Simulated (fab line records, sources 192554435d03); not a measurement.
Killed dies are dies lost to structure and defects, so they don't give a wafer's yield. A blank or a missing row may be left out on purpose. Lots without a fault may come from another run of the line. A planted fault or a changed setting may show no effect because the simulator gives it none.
fab line records | flow n5_finfet
record lots=5 wafers=14 last_day=17
route steps=1938 shown HKMG_FIN@433 GATE_CUT@465 BEOL_M4@1111 PASSIVATION@1936
lots that met no fault: from a run of the same line without faults
start_h: hours from the record's first day to the start of the lot's first wafer shown | wait_h: hours since the lot's step before | " the same as in the row above | L1.1+2: a row that stands for several wafers | - no value, or no start given | * or withheld: withheld | < > ~ a bound
route shown NAME@n: a module of which the file shows steps, and the number in the route of the first | usual: mean/standard deviation of fault-free wafers | same: alike in all rows | chamber/n: place in a boat | sites: the reading at each site | _std_site: their standard deviation | _edge_site: outer sites' mean less inner sites' | radius_mm: how far each site lies from the wafer's centre | mask NAME#n: copy n | behind: the tool/chamber that last shaped the wafer | hold: why the lot was held/for how many hours/how that ended | device: the transistor (n, p or np) that didn't switch | end of line: the same wafers' tests at the end of the route | a step without rows: its recipe alone | killed: dies lost to structure and defects at the first sort, not the wafer's yield | map: a wafer's dies, x killed, . not, _ none there
set.NAME: the setting as run; set.NAME@STEP: as run at that earlier step | model.NAME: the simulator's own value behind a step, which no gauge read
lots at some steps of the route; a table a step, a row a wafer
services: from which hour (start_h, from the record's first day; less than 0 if before it) a tool's chamber was out of use, for how many hours, and why
## steps
# step N5_HKMG_FIN_DESCUM_17
# recipe chemistry=O2 time_s=7.9 source_power_w=50 bias_power_w=20 pressure_mtorr=20 rf_frequency_hz=2.712e+07 temp_c=40 resist=CAR-ArF o2_flow_sccm=225
# step N5_HKMG_FIN_ETCH_31
# recipe chemistry=CF4 target=SiARC target_depth_a=455 mask_material=CAR-ArF time_s=75.8 ion_energy_ev=80 pressure_mtorr=40 source_w=545 bias_w=36 Ar_flow_sccm=100 cf4_flow_sccm=100 ends=cleared
# step N5_HKMG_FIN_ETCH_32
# recipe chemistry=N2/H2 target=SOC target_depth_a=2400 temp_c=40 time_s=300 ion_energy_ev=200 mask_material=SiARC pressure_mtorr=30 source_w=840 bias_w=150 n2_flow_sccm=200 h2_flow_sccm=200
# step N5_HKMG_FIN_STRIP_33
# recipe chemistry=N2/H2 temp_c=40 n2_flow_sccm=200 h2_flow_sccm=200 rf_frequency_hz=6e+07
# step N5_HKMG_FIN_STRIP_34
# recipe chemistry=CF4 resist=SiARC power_w=300 bias_power_w=75 pressure_mtorr=50 cf4_flow_sccm=150 rf_frequency_hz=6e+07
# step N5_HKMG_FIN_ETCH_35
# recipe chemistry=N2/H2 target=SOC target_depth_a=2158 ion_energy_ev=65 bias_w=5 source_w=3000 time_s=243.4 pressure_mtorr=30 n2_flow_sccm=200 h2_flow_sccm=200
# step N5_HKMG_FIN_STRIP_92
# recipe chemistry=N2/H2 material=SOC time_s=20 power_w=500 temp_c=40 pressure_mtorr=50 rf_frequency_hz=6e+07 bias_power_w=8 h2_frac=0.5 n2_flow_sccm=300 h2_flow_sccm=300
# step N5_HKMG_FIN_WET_ETCH_18
# recipe chemistry=SC1 target=TiN mix=1:1:5 temp_c=* time_s=55 target_depth_nm=5.2 dry=ipa_marangoni rinse_time_s=30 rinse_temp_c=23
# step N5_HKMG_FIN_STRIP_19
# recipe chemistry=N2/H2 power_w=2500 temp_c=300 h2_frac=0.65 time_s=360 pressure_mtorr=withheld n2_flow_sccm=1750 h2_flow_sccm=3250
# step N5_HKMG_FIN_ALD_91
# recipe material=TiN target_thk_a=10 temp_c=400 ald_precursor_family=TiCl4 ald_co_reactant=NH3 pulse_time_s=1 purge_time_s=3 co_reactant_purge_time_s=2 co_reactant_pulse_time_s=2 ald_cycles=47 pressure_torr=3
# usual ald_cycles=47/0 heater_power_w=904/170 precursor_pulse_height_rel=1.000/0.021
# columns lot.wafer tool chamber start_h wait_h ald_cycles heater_power_w precursor_pulse_height_rel
L884.2 ald_metal-04 3 92.90 0.3 47 1112 1.000
L884.3 " 1 " " 47 1029 0.940
L884.6 " 3 " " 47 1118 0.997
L892.2 ald_metal-04 3 142.52 0.3 44 1133 0.985
L892.4 " 2 " " 44 757 0.971
L892.5 " 3 " " 47 1111 0.996
L894.3 ald_metal-04 3 158.28 0.1 47 1115 1.015
L894.4 " 1 " " 44 1039 0.978
L894.6 " 3 " " 47 1086 1.021
L897.1 ald_metal-04 1 174.52 0.3 47 989 1.003
L897.4 " 3 " " 44 1122 0.998
L898.1 ald_metal-02 1 178.82 0.3 47 898 1.013
L898.3 " 3 " " 47 842 1.011
L898.4 " 0 " " 47 955 1.006
# step N5_HKMG_FIN_COAT_85
# recipe resist=SOC temp_c=250 time_s=60 spin_rpm=1500 resist_thk_nm=300
# step N5_HKMG_FIN_ETCH_86
# recipe chemistry=N2/H2 target=SOC target_depth_a=3932 stop_on=TiN ion_energy_ev=100 bias_w=61 pressure_mtorr=30 source_w=850 n2_flow_sccm=200 h2_flow_sccm=200
# step N5_HKMG_FIN_STRIP_89
# recipe chemistry=N2/H2 material=SOC time_s=20 power_w=500 temp_c=40 pressure_mtorr=50 rf_frequency_hz=6e+07 bias_power_w=8 h2_frac=0.5 n2_flow_sccm=300 h2_flow_sccm=300
# step N5_HKMG_FIN_WET_ETCH_87
# recipe chemistry=SC1 target=TiN mix=1:2:40 temp_c=50 time_s=154.2 target_depth_nm=4.7 dry=ipa_marangoni rinse_time_s=30 rinse_temp_c=23
# step N5_HKMG_FIN_STRIP_88
# recipe chemistry=N2/H2 power_w=2500 temp_c=300 h2_frac=0.65 time_s=360 pressure_mtorr=withheld n2_flow_sccm=1750 h2_flow_sccm=3250
# step N5_HKMG_FIN_NWFM_ALD_20
# recipe material=TiAlC target_thk_a=20 temp_c=300 ald_precursor_family=TiCl4 ald_co_reactant=TEA pulse_time_s=3 purge_time_s=2 co_reactant_purge_time_s=2 co_reactant_pulse_time_s=10 ald_cycles=7 pressure_torr=3
# step N5_HKMG_FIN_ALD_71
# recipe material=TiN target_thk_a=10 temp_c=400 ald_precursor_family=TiCl4 ald_co_reactant=NH3 pulse_time_s=1 purge_time_s=3 co_reactant_purge_time_s=2 co_reactant_pulse_time_s=2 ald_cycles=47 pressure_torr=3
# step N5_HKMG_FIN_COAT_66
# recipe resist=SOC temp_c=250 time_s=60 spin_rpm=1500 resist_thk_nm=300
# step N5_HKMG_FIN_ETCH_67
# recipe chemistry=N2/H2 target=SOC target_depth_a=3889 stop_on=TiN ion_energy_ev=100 bias_w=61 pressure_mtorr=30 source_w=850 n2_flow_sccm=200 h2_flow_sccm=200
# step N5_HKMG_FIN_STRIP_90
# recipe chemistry=N2/H2 material=SOC time_s=20 power_w=500 temp_c=40 pressure_mtorr=50 rf_frequency_hz=6e+07 bias_power_w=8 h2_frac=0.5 n2_flow_sccm=300 h2_flow_sccm=300
# step N5_HKMG_FIN_WET_ETCH_73
# recipe chemistry=SC1 mix=1:2:40 temp_c=50 time_s=42.3 target_depth_nm=1.3 dry=ipa_marangoni rinse_time_s=30 rinse_temp_c=23
# step N5_HKMG_FIN_ETCHBACK_68
# recipe chemistry=Cl2/Ar stop_on=HfO2 target_depth_a=5 pressure_mtorr=10 icp_w=600 bias_w=60 Cl2_flow_sccm=40 Ar_flow_sccm=60
# step N5_HKMG_FIN_STRIP_69
# recipe chemistry=N2/H2 power_w=2500 temp_c=300 h2_frac=0.65 time_s=360 pressure_mtorr=withheld n2_flow_sccm=1750 h2_flow_sccm=3250
# step N5_HKMG_FIN_ALD_21
# recipe material=TiN target_thk_a=15 temp_c=400 ald_precursor_family=TiCl4 ald_co_reactant=NH3 pulse_time_s=1 purge_time_s=3 co_reactant_purge_time_s=2 co_reactant_pulse_time_s=2 ald_cycles=68 pressure_torr=3
# step N5_HKMG_FIN_ALD_72
# recipe material=W target_thk_a=20 temp_c=300 pressure_torr=7.5 ald_precursor_family=WF6 ald_co_reactant=B2H6 pulse_time_s=1 purge_time_s=2 co_reactant_purge_time_s=2 co_reactant_pulse_time_s=3 ald_cycles=7
# step N5_HKMG_FIN_W_FILL_22
# recipe material=W target_thk_a=600 temp_c=400 pressure_torr=39.4 time_s=18.2
# step N5_HKMG_FIN_PRECLEAN_83
# recipe chemistry=DIW time_s=57.5 temp_c=23
# step N5_HKMG_FIN_SRD_84
# recipe dry_time_s=32 dry=n2_spin spin_rpm=1500
# step N5_HKMG_FIN_CMP_23
# recipe stop_on=SiNx t_overpolish_s=10 post_cmp_clean=rinse_only down_force_psi=4 platen_rpm=50.289 pad_velocity_m_s=1.0006 target_thk_nm=46.326
# step N5_HKMG_FIN_CMP_94
# recipe stop_on=SiNx post_cmp_clean=w_dilute_nh4oh t_overpolish_s=4.7 down_force_psi=4 platen_rpm=50.289 pad_velocity_m_s=1.0006 target_thk_nm=43.299
# step N5_GATE_CUT_ETCHBACK_00
# recipe chemistry=SF6/Cl2 target=W pressure_mtorr=8 icp_w=900 bias_w=80 SF6_flow_sccm=40 Cl2_flow_sccm=60
# step N5_GATE_CUT_ETCH_56
# recipe chemistry=Cl2/Ar target=TiN target_depth_a=216 pressure_mtorr=10 icp_w=600 bias_w=60 Cl2_flow_sccm=40 Ar_flow_sccm=60
# step N5_GATE_CUT_ETCHBACK_30
# recipe chemistry=Cl2/Ar target=TiN target_depth_a=30 mode=isotropic pressure_mtorr=10 icp_w=600 bias_w=60 Cl2_flow_sccm=40 Ar_flow_sccm=60
# step N5_GATE_CUT_VAPOR_ETCH_60
# recipe chemistry=BCl3/Cl2 target=HfO2 mode=isotropic
# step N5_GATE_CUT_ETCH_58
# recipe chemistry=CH3F/O2 target=SiNx target_depth_a=170 time_s=128.6 ion_energy_ev=50 pressure_mtorr=30 source_w=415 bias_w=21 Ar_flow_sccm=150 CH3F_flow_sccm=30 O2_flow_sccm=20
# step N5_GATE_CUT_STRIP_59
# recipe chemistry=N2/H2 time_s=20 power_w=100 temp_c=40 pressure_mtorr=100 rf_frequency_hz=6e+07 bias_power_w=3 n2_flow_sccm=300 h2_flow_sccm=300
# step N5_GATE_CUT_PRECLEAN_31
# recipe temp_c=23 chemistry=DIW time_s=300
# step N5_BEOL_M4_RC_MEAS_101
# usual DIBL_N=37.5/2.5 DIBL_P=38/3.1 IOFF_N=0.19/0.059 IOFF_N_LONG=5.48e-05/2.6e-06 IOFF_P=0.24/0.061 ION_N=679/16 ION_P=465/9.8 SS_N=72.0/0.8 SS_P=73.7/0.86 VT_N=248/4.5 VT_N_LONG=275.4/2.2 VT_P=-249/3.5
# columns lot.wafer tool chamber start_h wait_h DIBL_N[mV/V] DIBL_P[mV/V] IOFF_N[nA/um] IOFF_N_LONG[nA/um] IOFF_P[nA/um] ION_N[uA/um] ION_P[uA/um] SS_N[mV/dec] SS_P[mV/dec] VT_N[mV] VT_N_LONG[mV] VT_P[mV]
L884.2 prober-01 0 188.58 0.2 35.6 37 0.16 5.49e-05 0.24 680 472 71.6 73.0 248 273.8 -247
L884.3 " 0 " " 37.6 37 0.17 5.52e-05 0.23 657 454 72.6 73.4 249 276.6 -249
L884.6 " 0 " " 37.2 37 0.17 5.7e-05 0.22 674 462 71.5 73.2 253 273.4 -253
L892.2 prober-02 0 252.21 0.2 41.4 44 0.43 6.66e-05 0.35 707 469 73.4 75.0 230 264.8 -245
L892.4 " 0 " " 39.5 39 0.30 6.69e-05 0.24 705 463 72.6 72.7 238 266.7 -248
L892.5 " 0 " " 39.4 41 0.23 5.45e-05 0.28 679 467 72.1 73.8 243 274.8 -246
L894.3 prober-02 0 257.34 0.3 43.9 45 0.41 5.47e-05 0.56 724 496 73.8 75.5 236 273.6 -235
L894.4 " 0 " " 36.5 34 0.20 6.72e-05 0.21 707 473 71.1 72.3 242 267.9 -247
L894.6 " 0 " " 36.9 34 0.17 5.53e-05 0.24 683 472 72.2 73.3 247 274.3 -243
L897.1 prober-02 0 262.67 0.0 39.4 41 0.22 5.33e-05 0.26 705 478 72.4 73.8 247 273.8 -248
L897.4 " 0 " " 40.2 43 0.32 6.45e-05 0.28 721 474 71.6 75.0 238 267.7 -248
L898.1 prober-01 0 283.37 0.0 35.7 35 0.14 5.23e-05 0.17 655 441 72.7 73.5 254 278.4 -254
L898.3 " 0 " " 36.3 34 0.14 5.51e-05 0.16 665 445 72.0 72.8 254 274.8 -256
L898.4 " 0 " " 38.9 38 0.21 5.44e-05 0.23 677 451 72.5 74.4 247 275.6 -253
# step N5_PASSIVATION_PROBE_49
# usual defect_limited_yield=91.0/1.4 killed_at_M0_to_M3=35/10 killed_at_M4_up=14/5.5 killed_at_contacts=13/5.6 killed_at_front_end=41/11 killed_at_other=4/3.4 killed_dies=106/16 killed_open=68/12 killed_short=35/7.3 sort_bin_4_leakage=0.3/2.1 sort_bin_5_function=5.3/0.89 sort_bin_6_memory=3.4/0.67 sort_bin_8_speed=0.01/0.11 sort_n_pass=1070/28 sort_yield_pct=90.7/2.4
# same gross_dies=1180 killed_at_back_side=0
# columns lot.wafer tool chamber start_h wait_h defect_limited_yield[%] killed_at_M0_to_M3 killed_at_M4_up killed_at_contacts killed_at_front_end killed_at_other killed_dies killed_open killed_short sort_bin_4_leakage[%] sort_bin_5_function[%] sort_bin_6_memory[%] sort_bin_8_speed[%] sort_n_pass sort_yield_pct[%]
L892.2 prober-02 - 355.33 0.1 89.8 47 16 3 50 4 120 70 36 19.2 5.3 3.4 0 833 70.6
L892.4 prober-02 - 355.43 0.2 90.4 46 17 11 39 0 113 77 35 0.6 5.3 4.0 0 1060 89.8
L894.4 prober-02 - 379.53 0.2 89.6 24 12 12 66 9 123 58 43 0 4.9 3.3 0 1057 89.6
L897.4 prober-02 - 380.71 0.2 89.5 36 9 19 49 11 124 64 35 0.8 5.1 3.6 0 1046 88.6
# killed by level:class
L892.2 HKMG_FIN:area_ald=14 BEOL_M3:geometric_particle:open=13 BEOL_M0_SAQP:geometric_particle:short=11 FIN_SAQP:geometric_particle:short=8 STI_FIN_REVEAL:geometric_particle:open=8 FIN_SAQP:geometric_particle:open=7 BEOL_M0_SAQP:geometric_particle:open=6 BEOL_M1:geometric_particle:open=6
L892.4 BEOL_M3:geometric_particle:open=14 FIN_SAQP:geometric_particle:open=11 MOL_CONTACT_COAG:geometric_particle:open=10 BEOL_M0_SAQP:geometric_particle:short=7 BEOL_M4:geometric_particle:open=7 BEOL_M2:geometric_particle:open=6 BEOL_M0_SAQP:geometric_particle:open=5 BEOL_M0:geometric_particle:short=5
L894.4 HKMG_FIN:area_ald=18 FIN_SAQP:geometric_particle:short=11 FIN_SAQP:geometric_particle:open=9 MOL_CONTACT_COAG:geometric_particle:open=9 GATE_CUT:geometric_particle:short=6 BEOL_M0:geometric_particle:open=6 BEOL_M0:geometric_particle:short=6 BEOL_M4:geometric_particle:open=6
L897.4 HKMG_FIN:area_ald=19 MOL_CONTACT_COAG:geometric_particle:open=17 BEOL_M0_SAQP:geometric_particle:open=13 BEOL_M0_SAQP:geometric_particle:short=10 BEOL_M2:geometric_particle:open=7 FIN_SAQP:geometric_particle:short=5 STARTING-WAFER:geometric_particle:short=5 MIM_TOP_ETCH:geometric_particle:open=5
## services
# columns tool chamber start_h hours kind
ald_metal-02 - 137.72 6.0 pm
ald_metal-04 0 168.96 11.9 repair
## key
first_sign step=N5_HKMG_FIN_ALD_91 reading=ald_cycles direction=down sigmas=99+ usual=* struck=*
effect step=N5_BEOL_M4_RC_MEAS_101 reading=IOFF_N_LONG direction=up sigmas=4.4 usual=5.48e-05 struck=6.63e-05
effect step=N5_BEOL_M4_RC_MEAS_101 reading=VT_N_LONG direction=down sigmas=4 usual=275.4 struck=266.8
effect step=N5_BEOL_M4_RC_MEAS_101 reading=IOFF_N direction=up sigmas=2 usual=0.19 struck=0.31
effect step=N5_BEOL_M4_RC_MEAS_101 reading=ION_N direction=up sigmas=1.9 usual=679 struck=710
effect step=N5_PASSIVATION_PROBE_49 reading=sort_n_pass direction=down sigmas=2.5 usual=1070 struck=999 wafers_moved=1
met_at N5_HKMG_FIN_ALD_91
struck_wafers L892.2,L892.4,L894.4,L897.4
onset_between 92.90 142.52
fault kind=process_parameter_drift tool=ald_metal-04 chamber=- onset_h=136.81 steps=N5_HKMG_FIN_ALD_91 channel=ald_cycles offset=* shape=step end_h=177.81 scope=struck_wafers_only acts_in=* stated=*
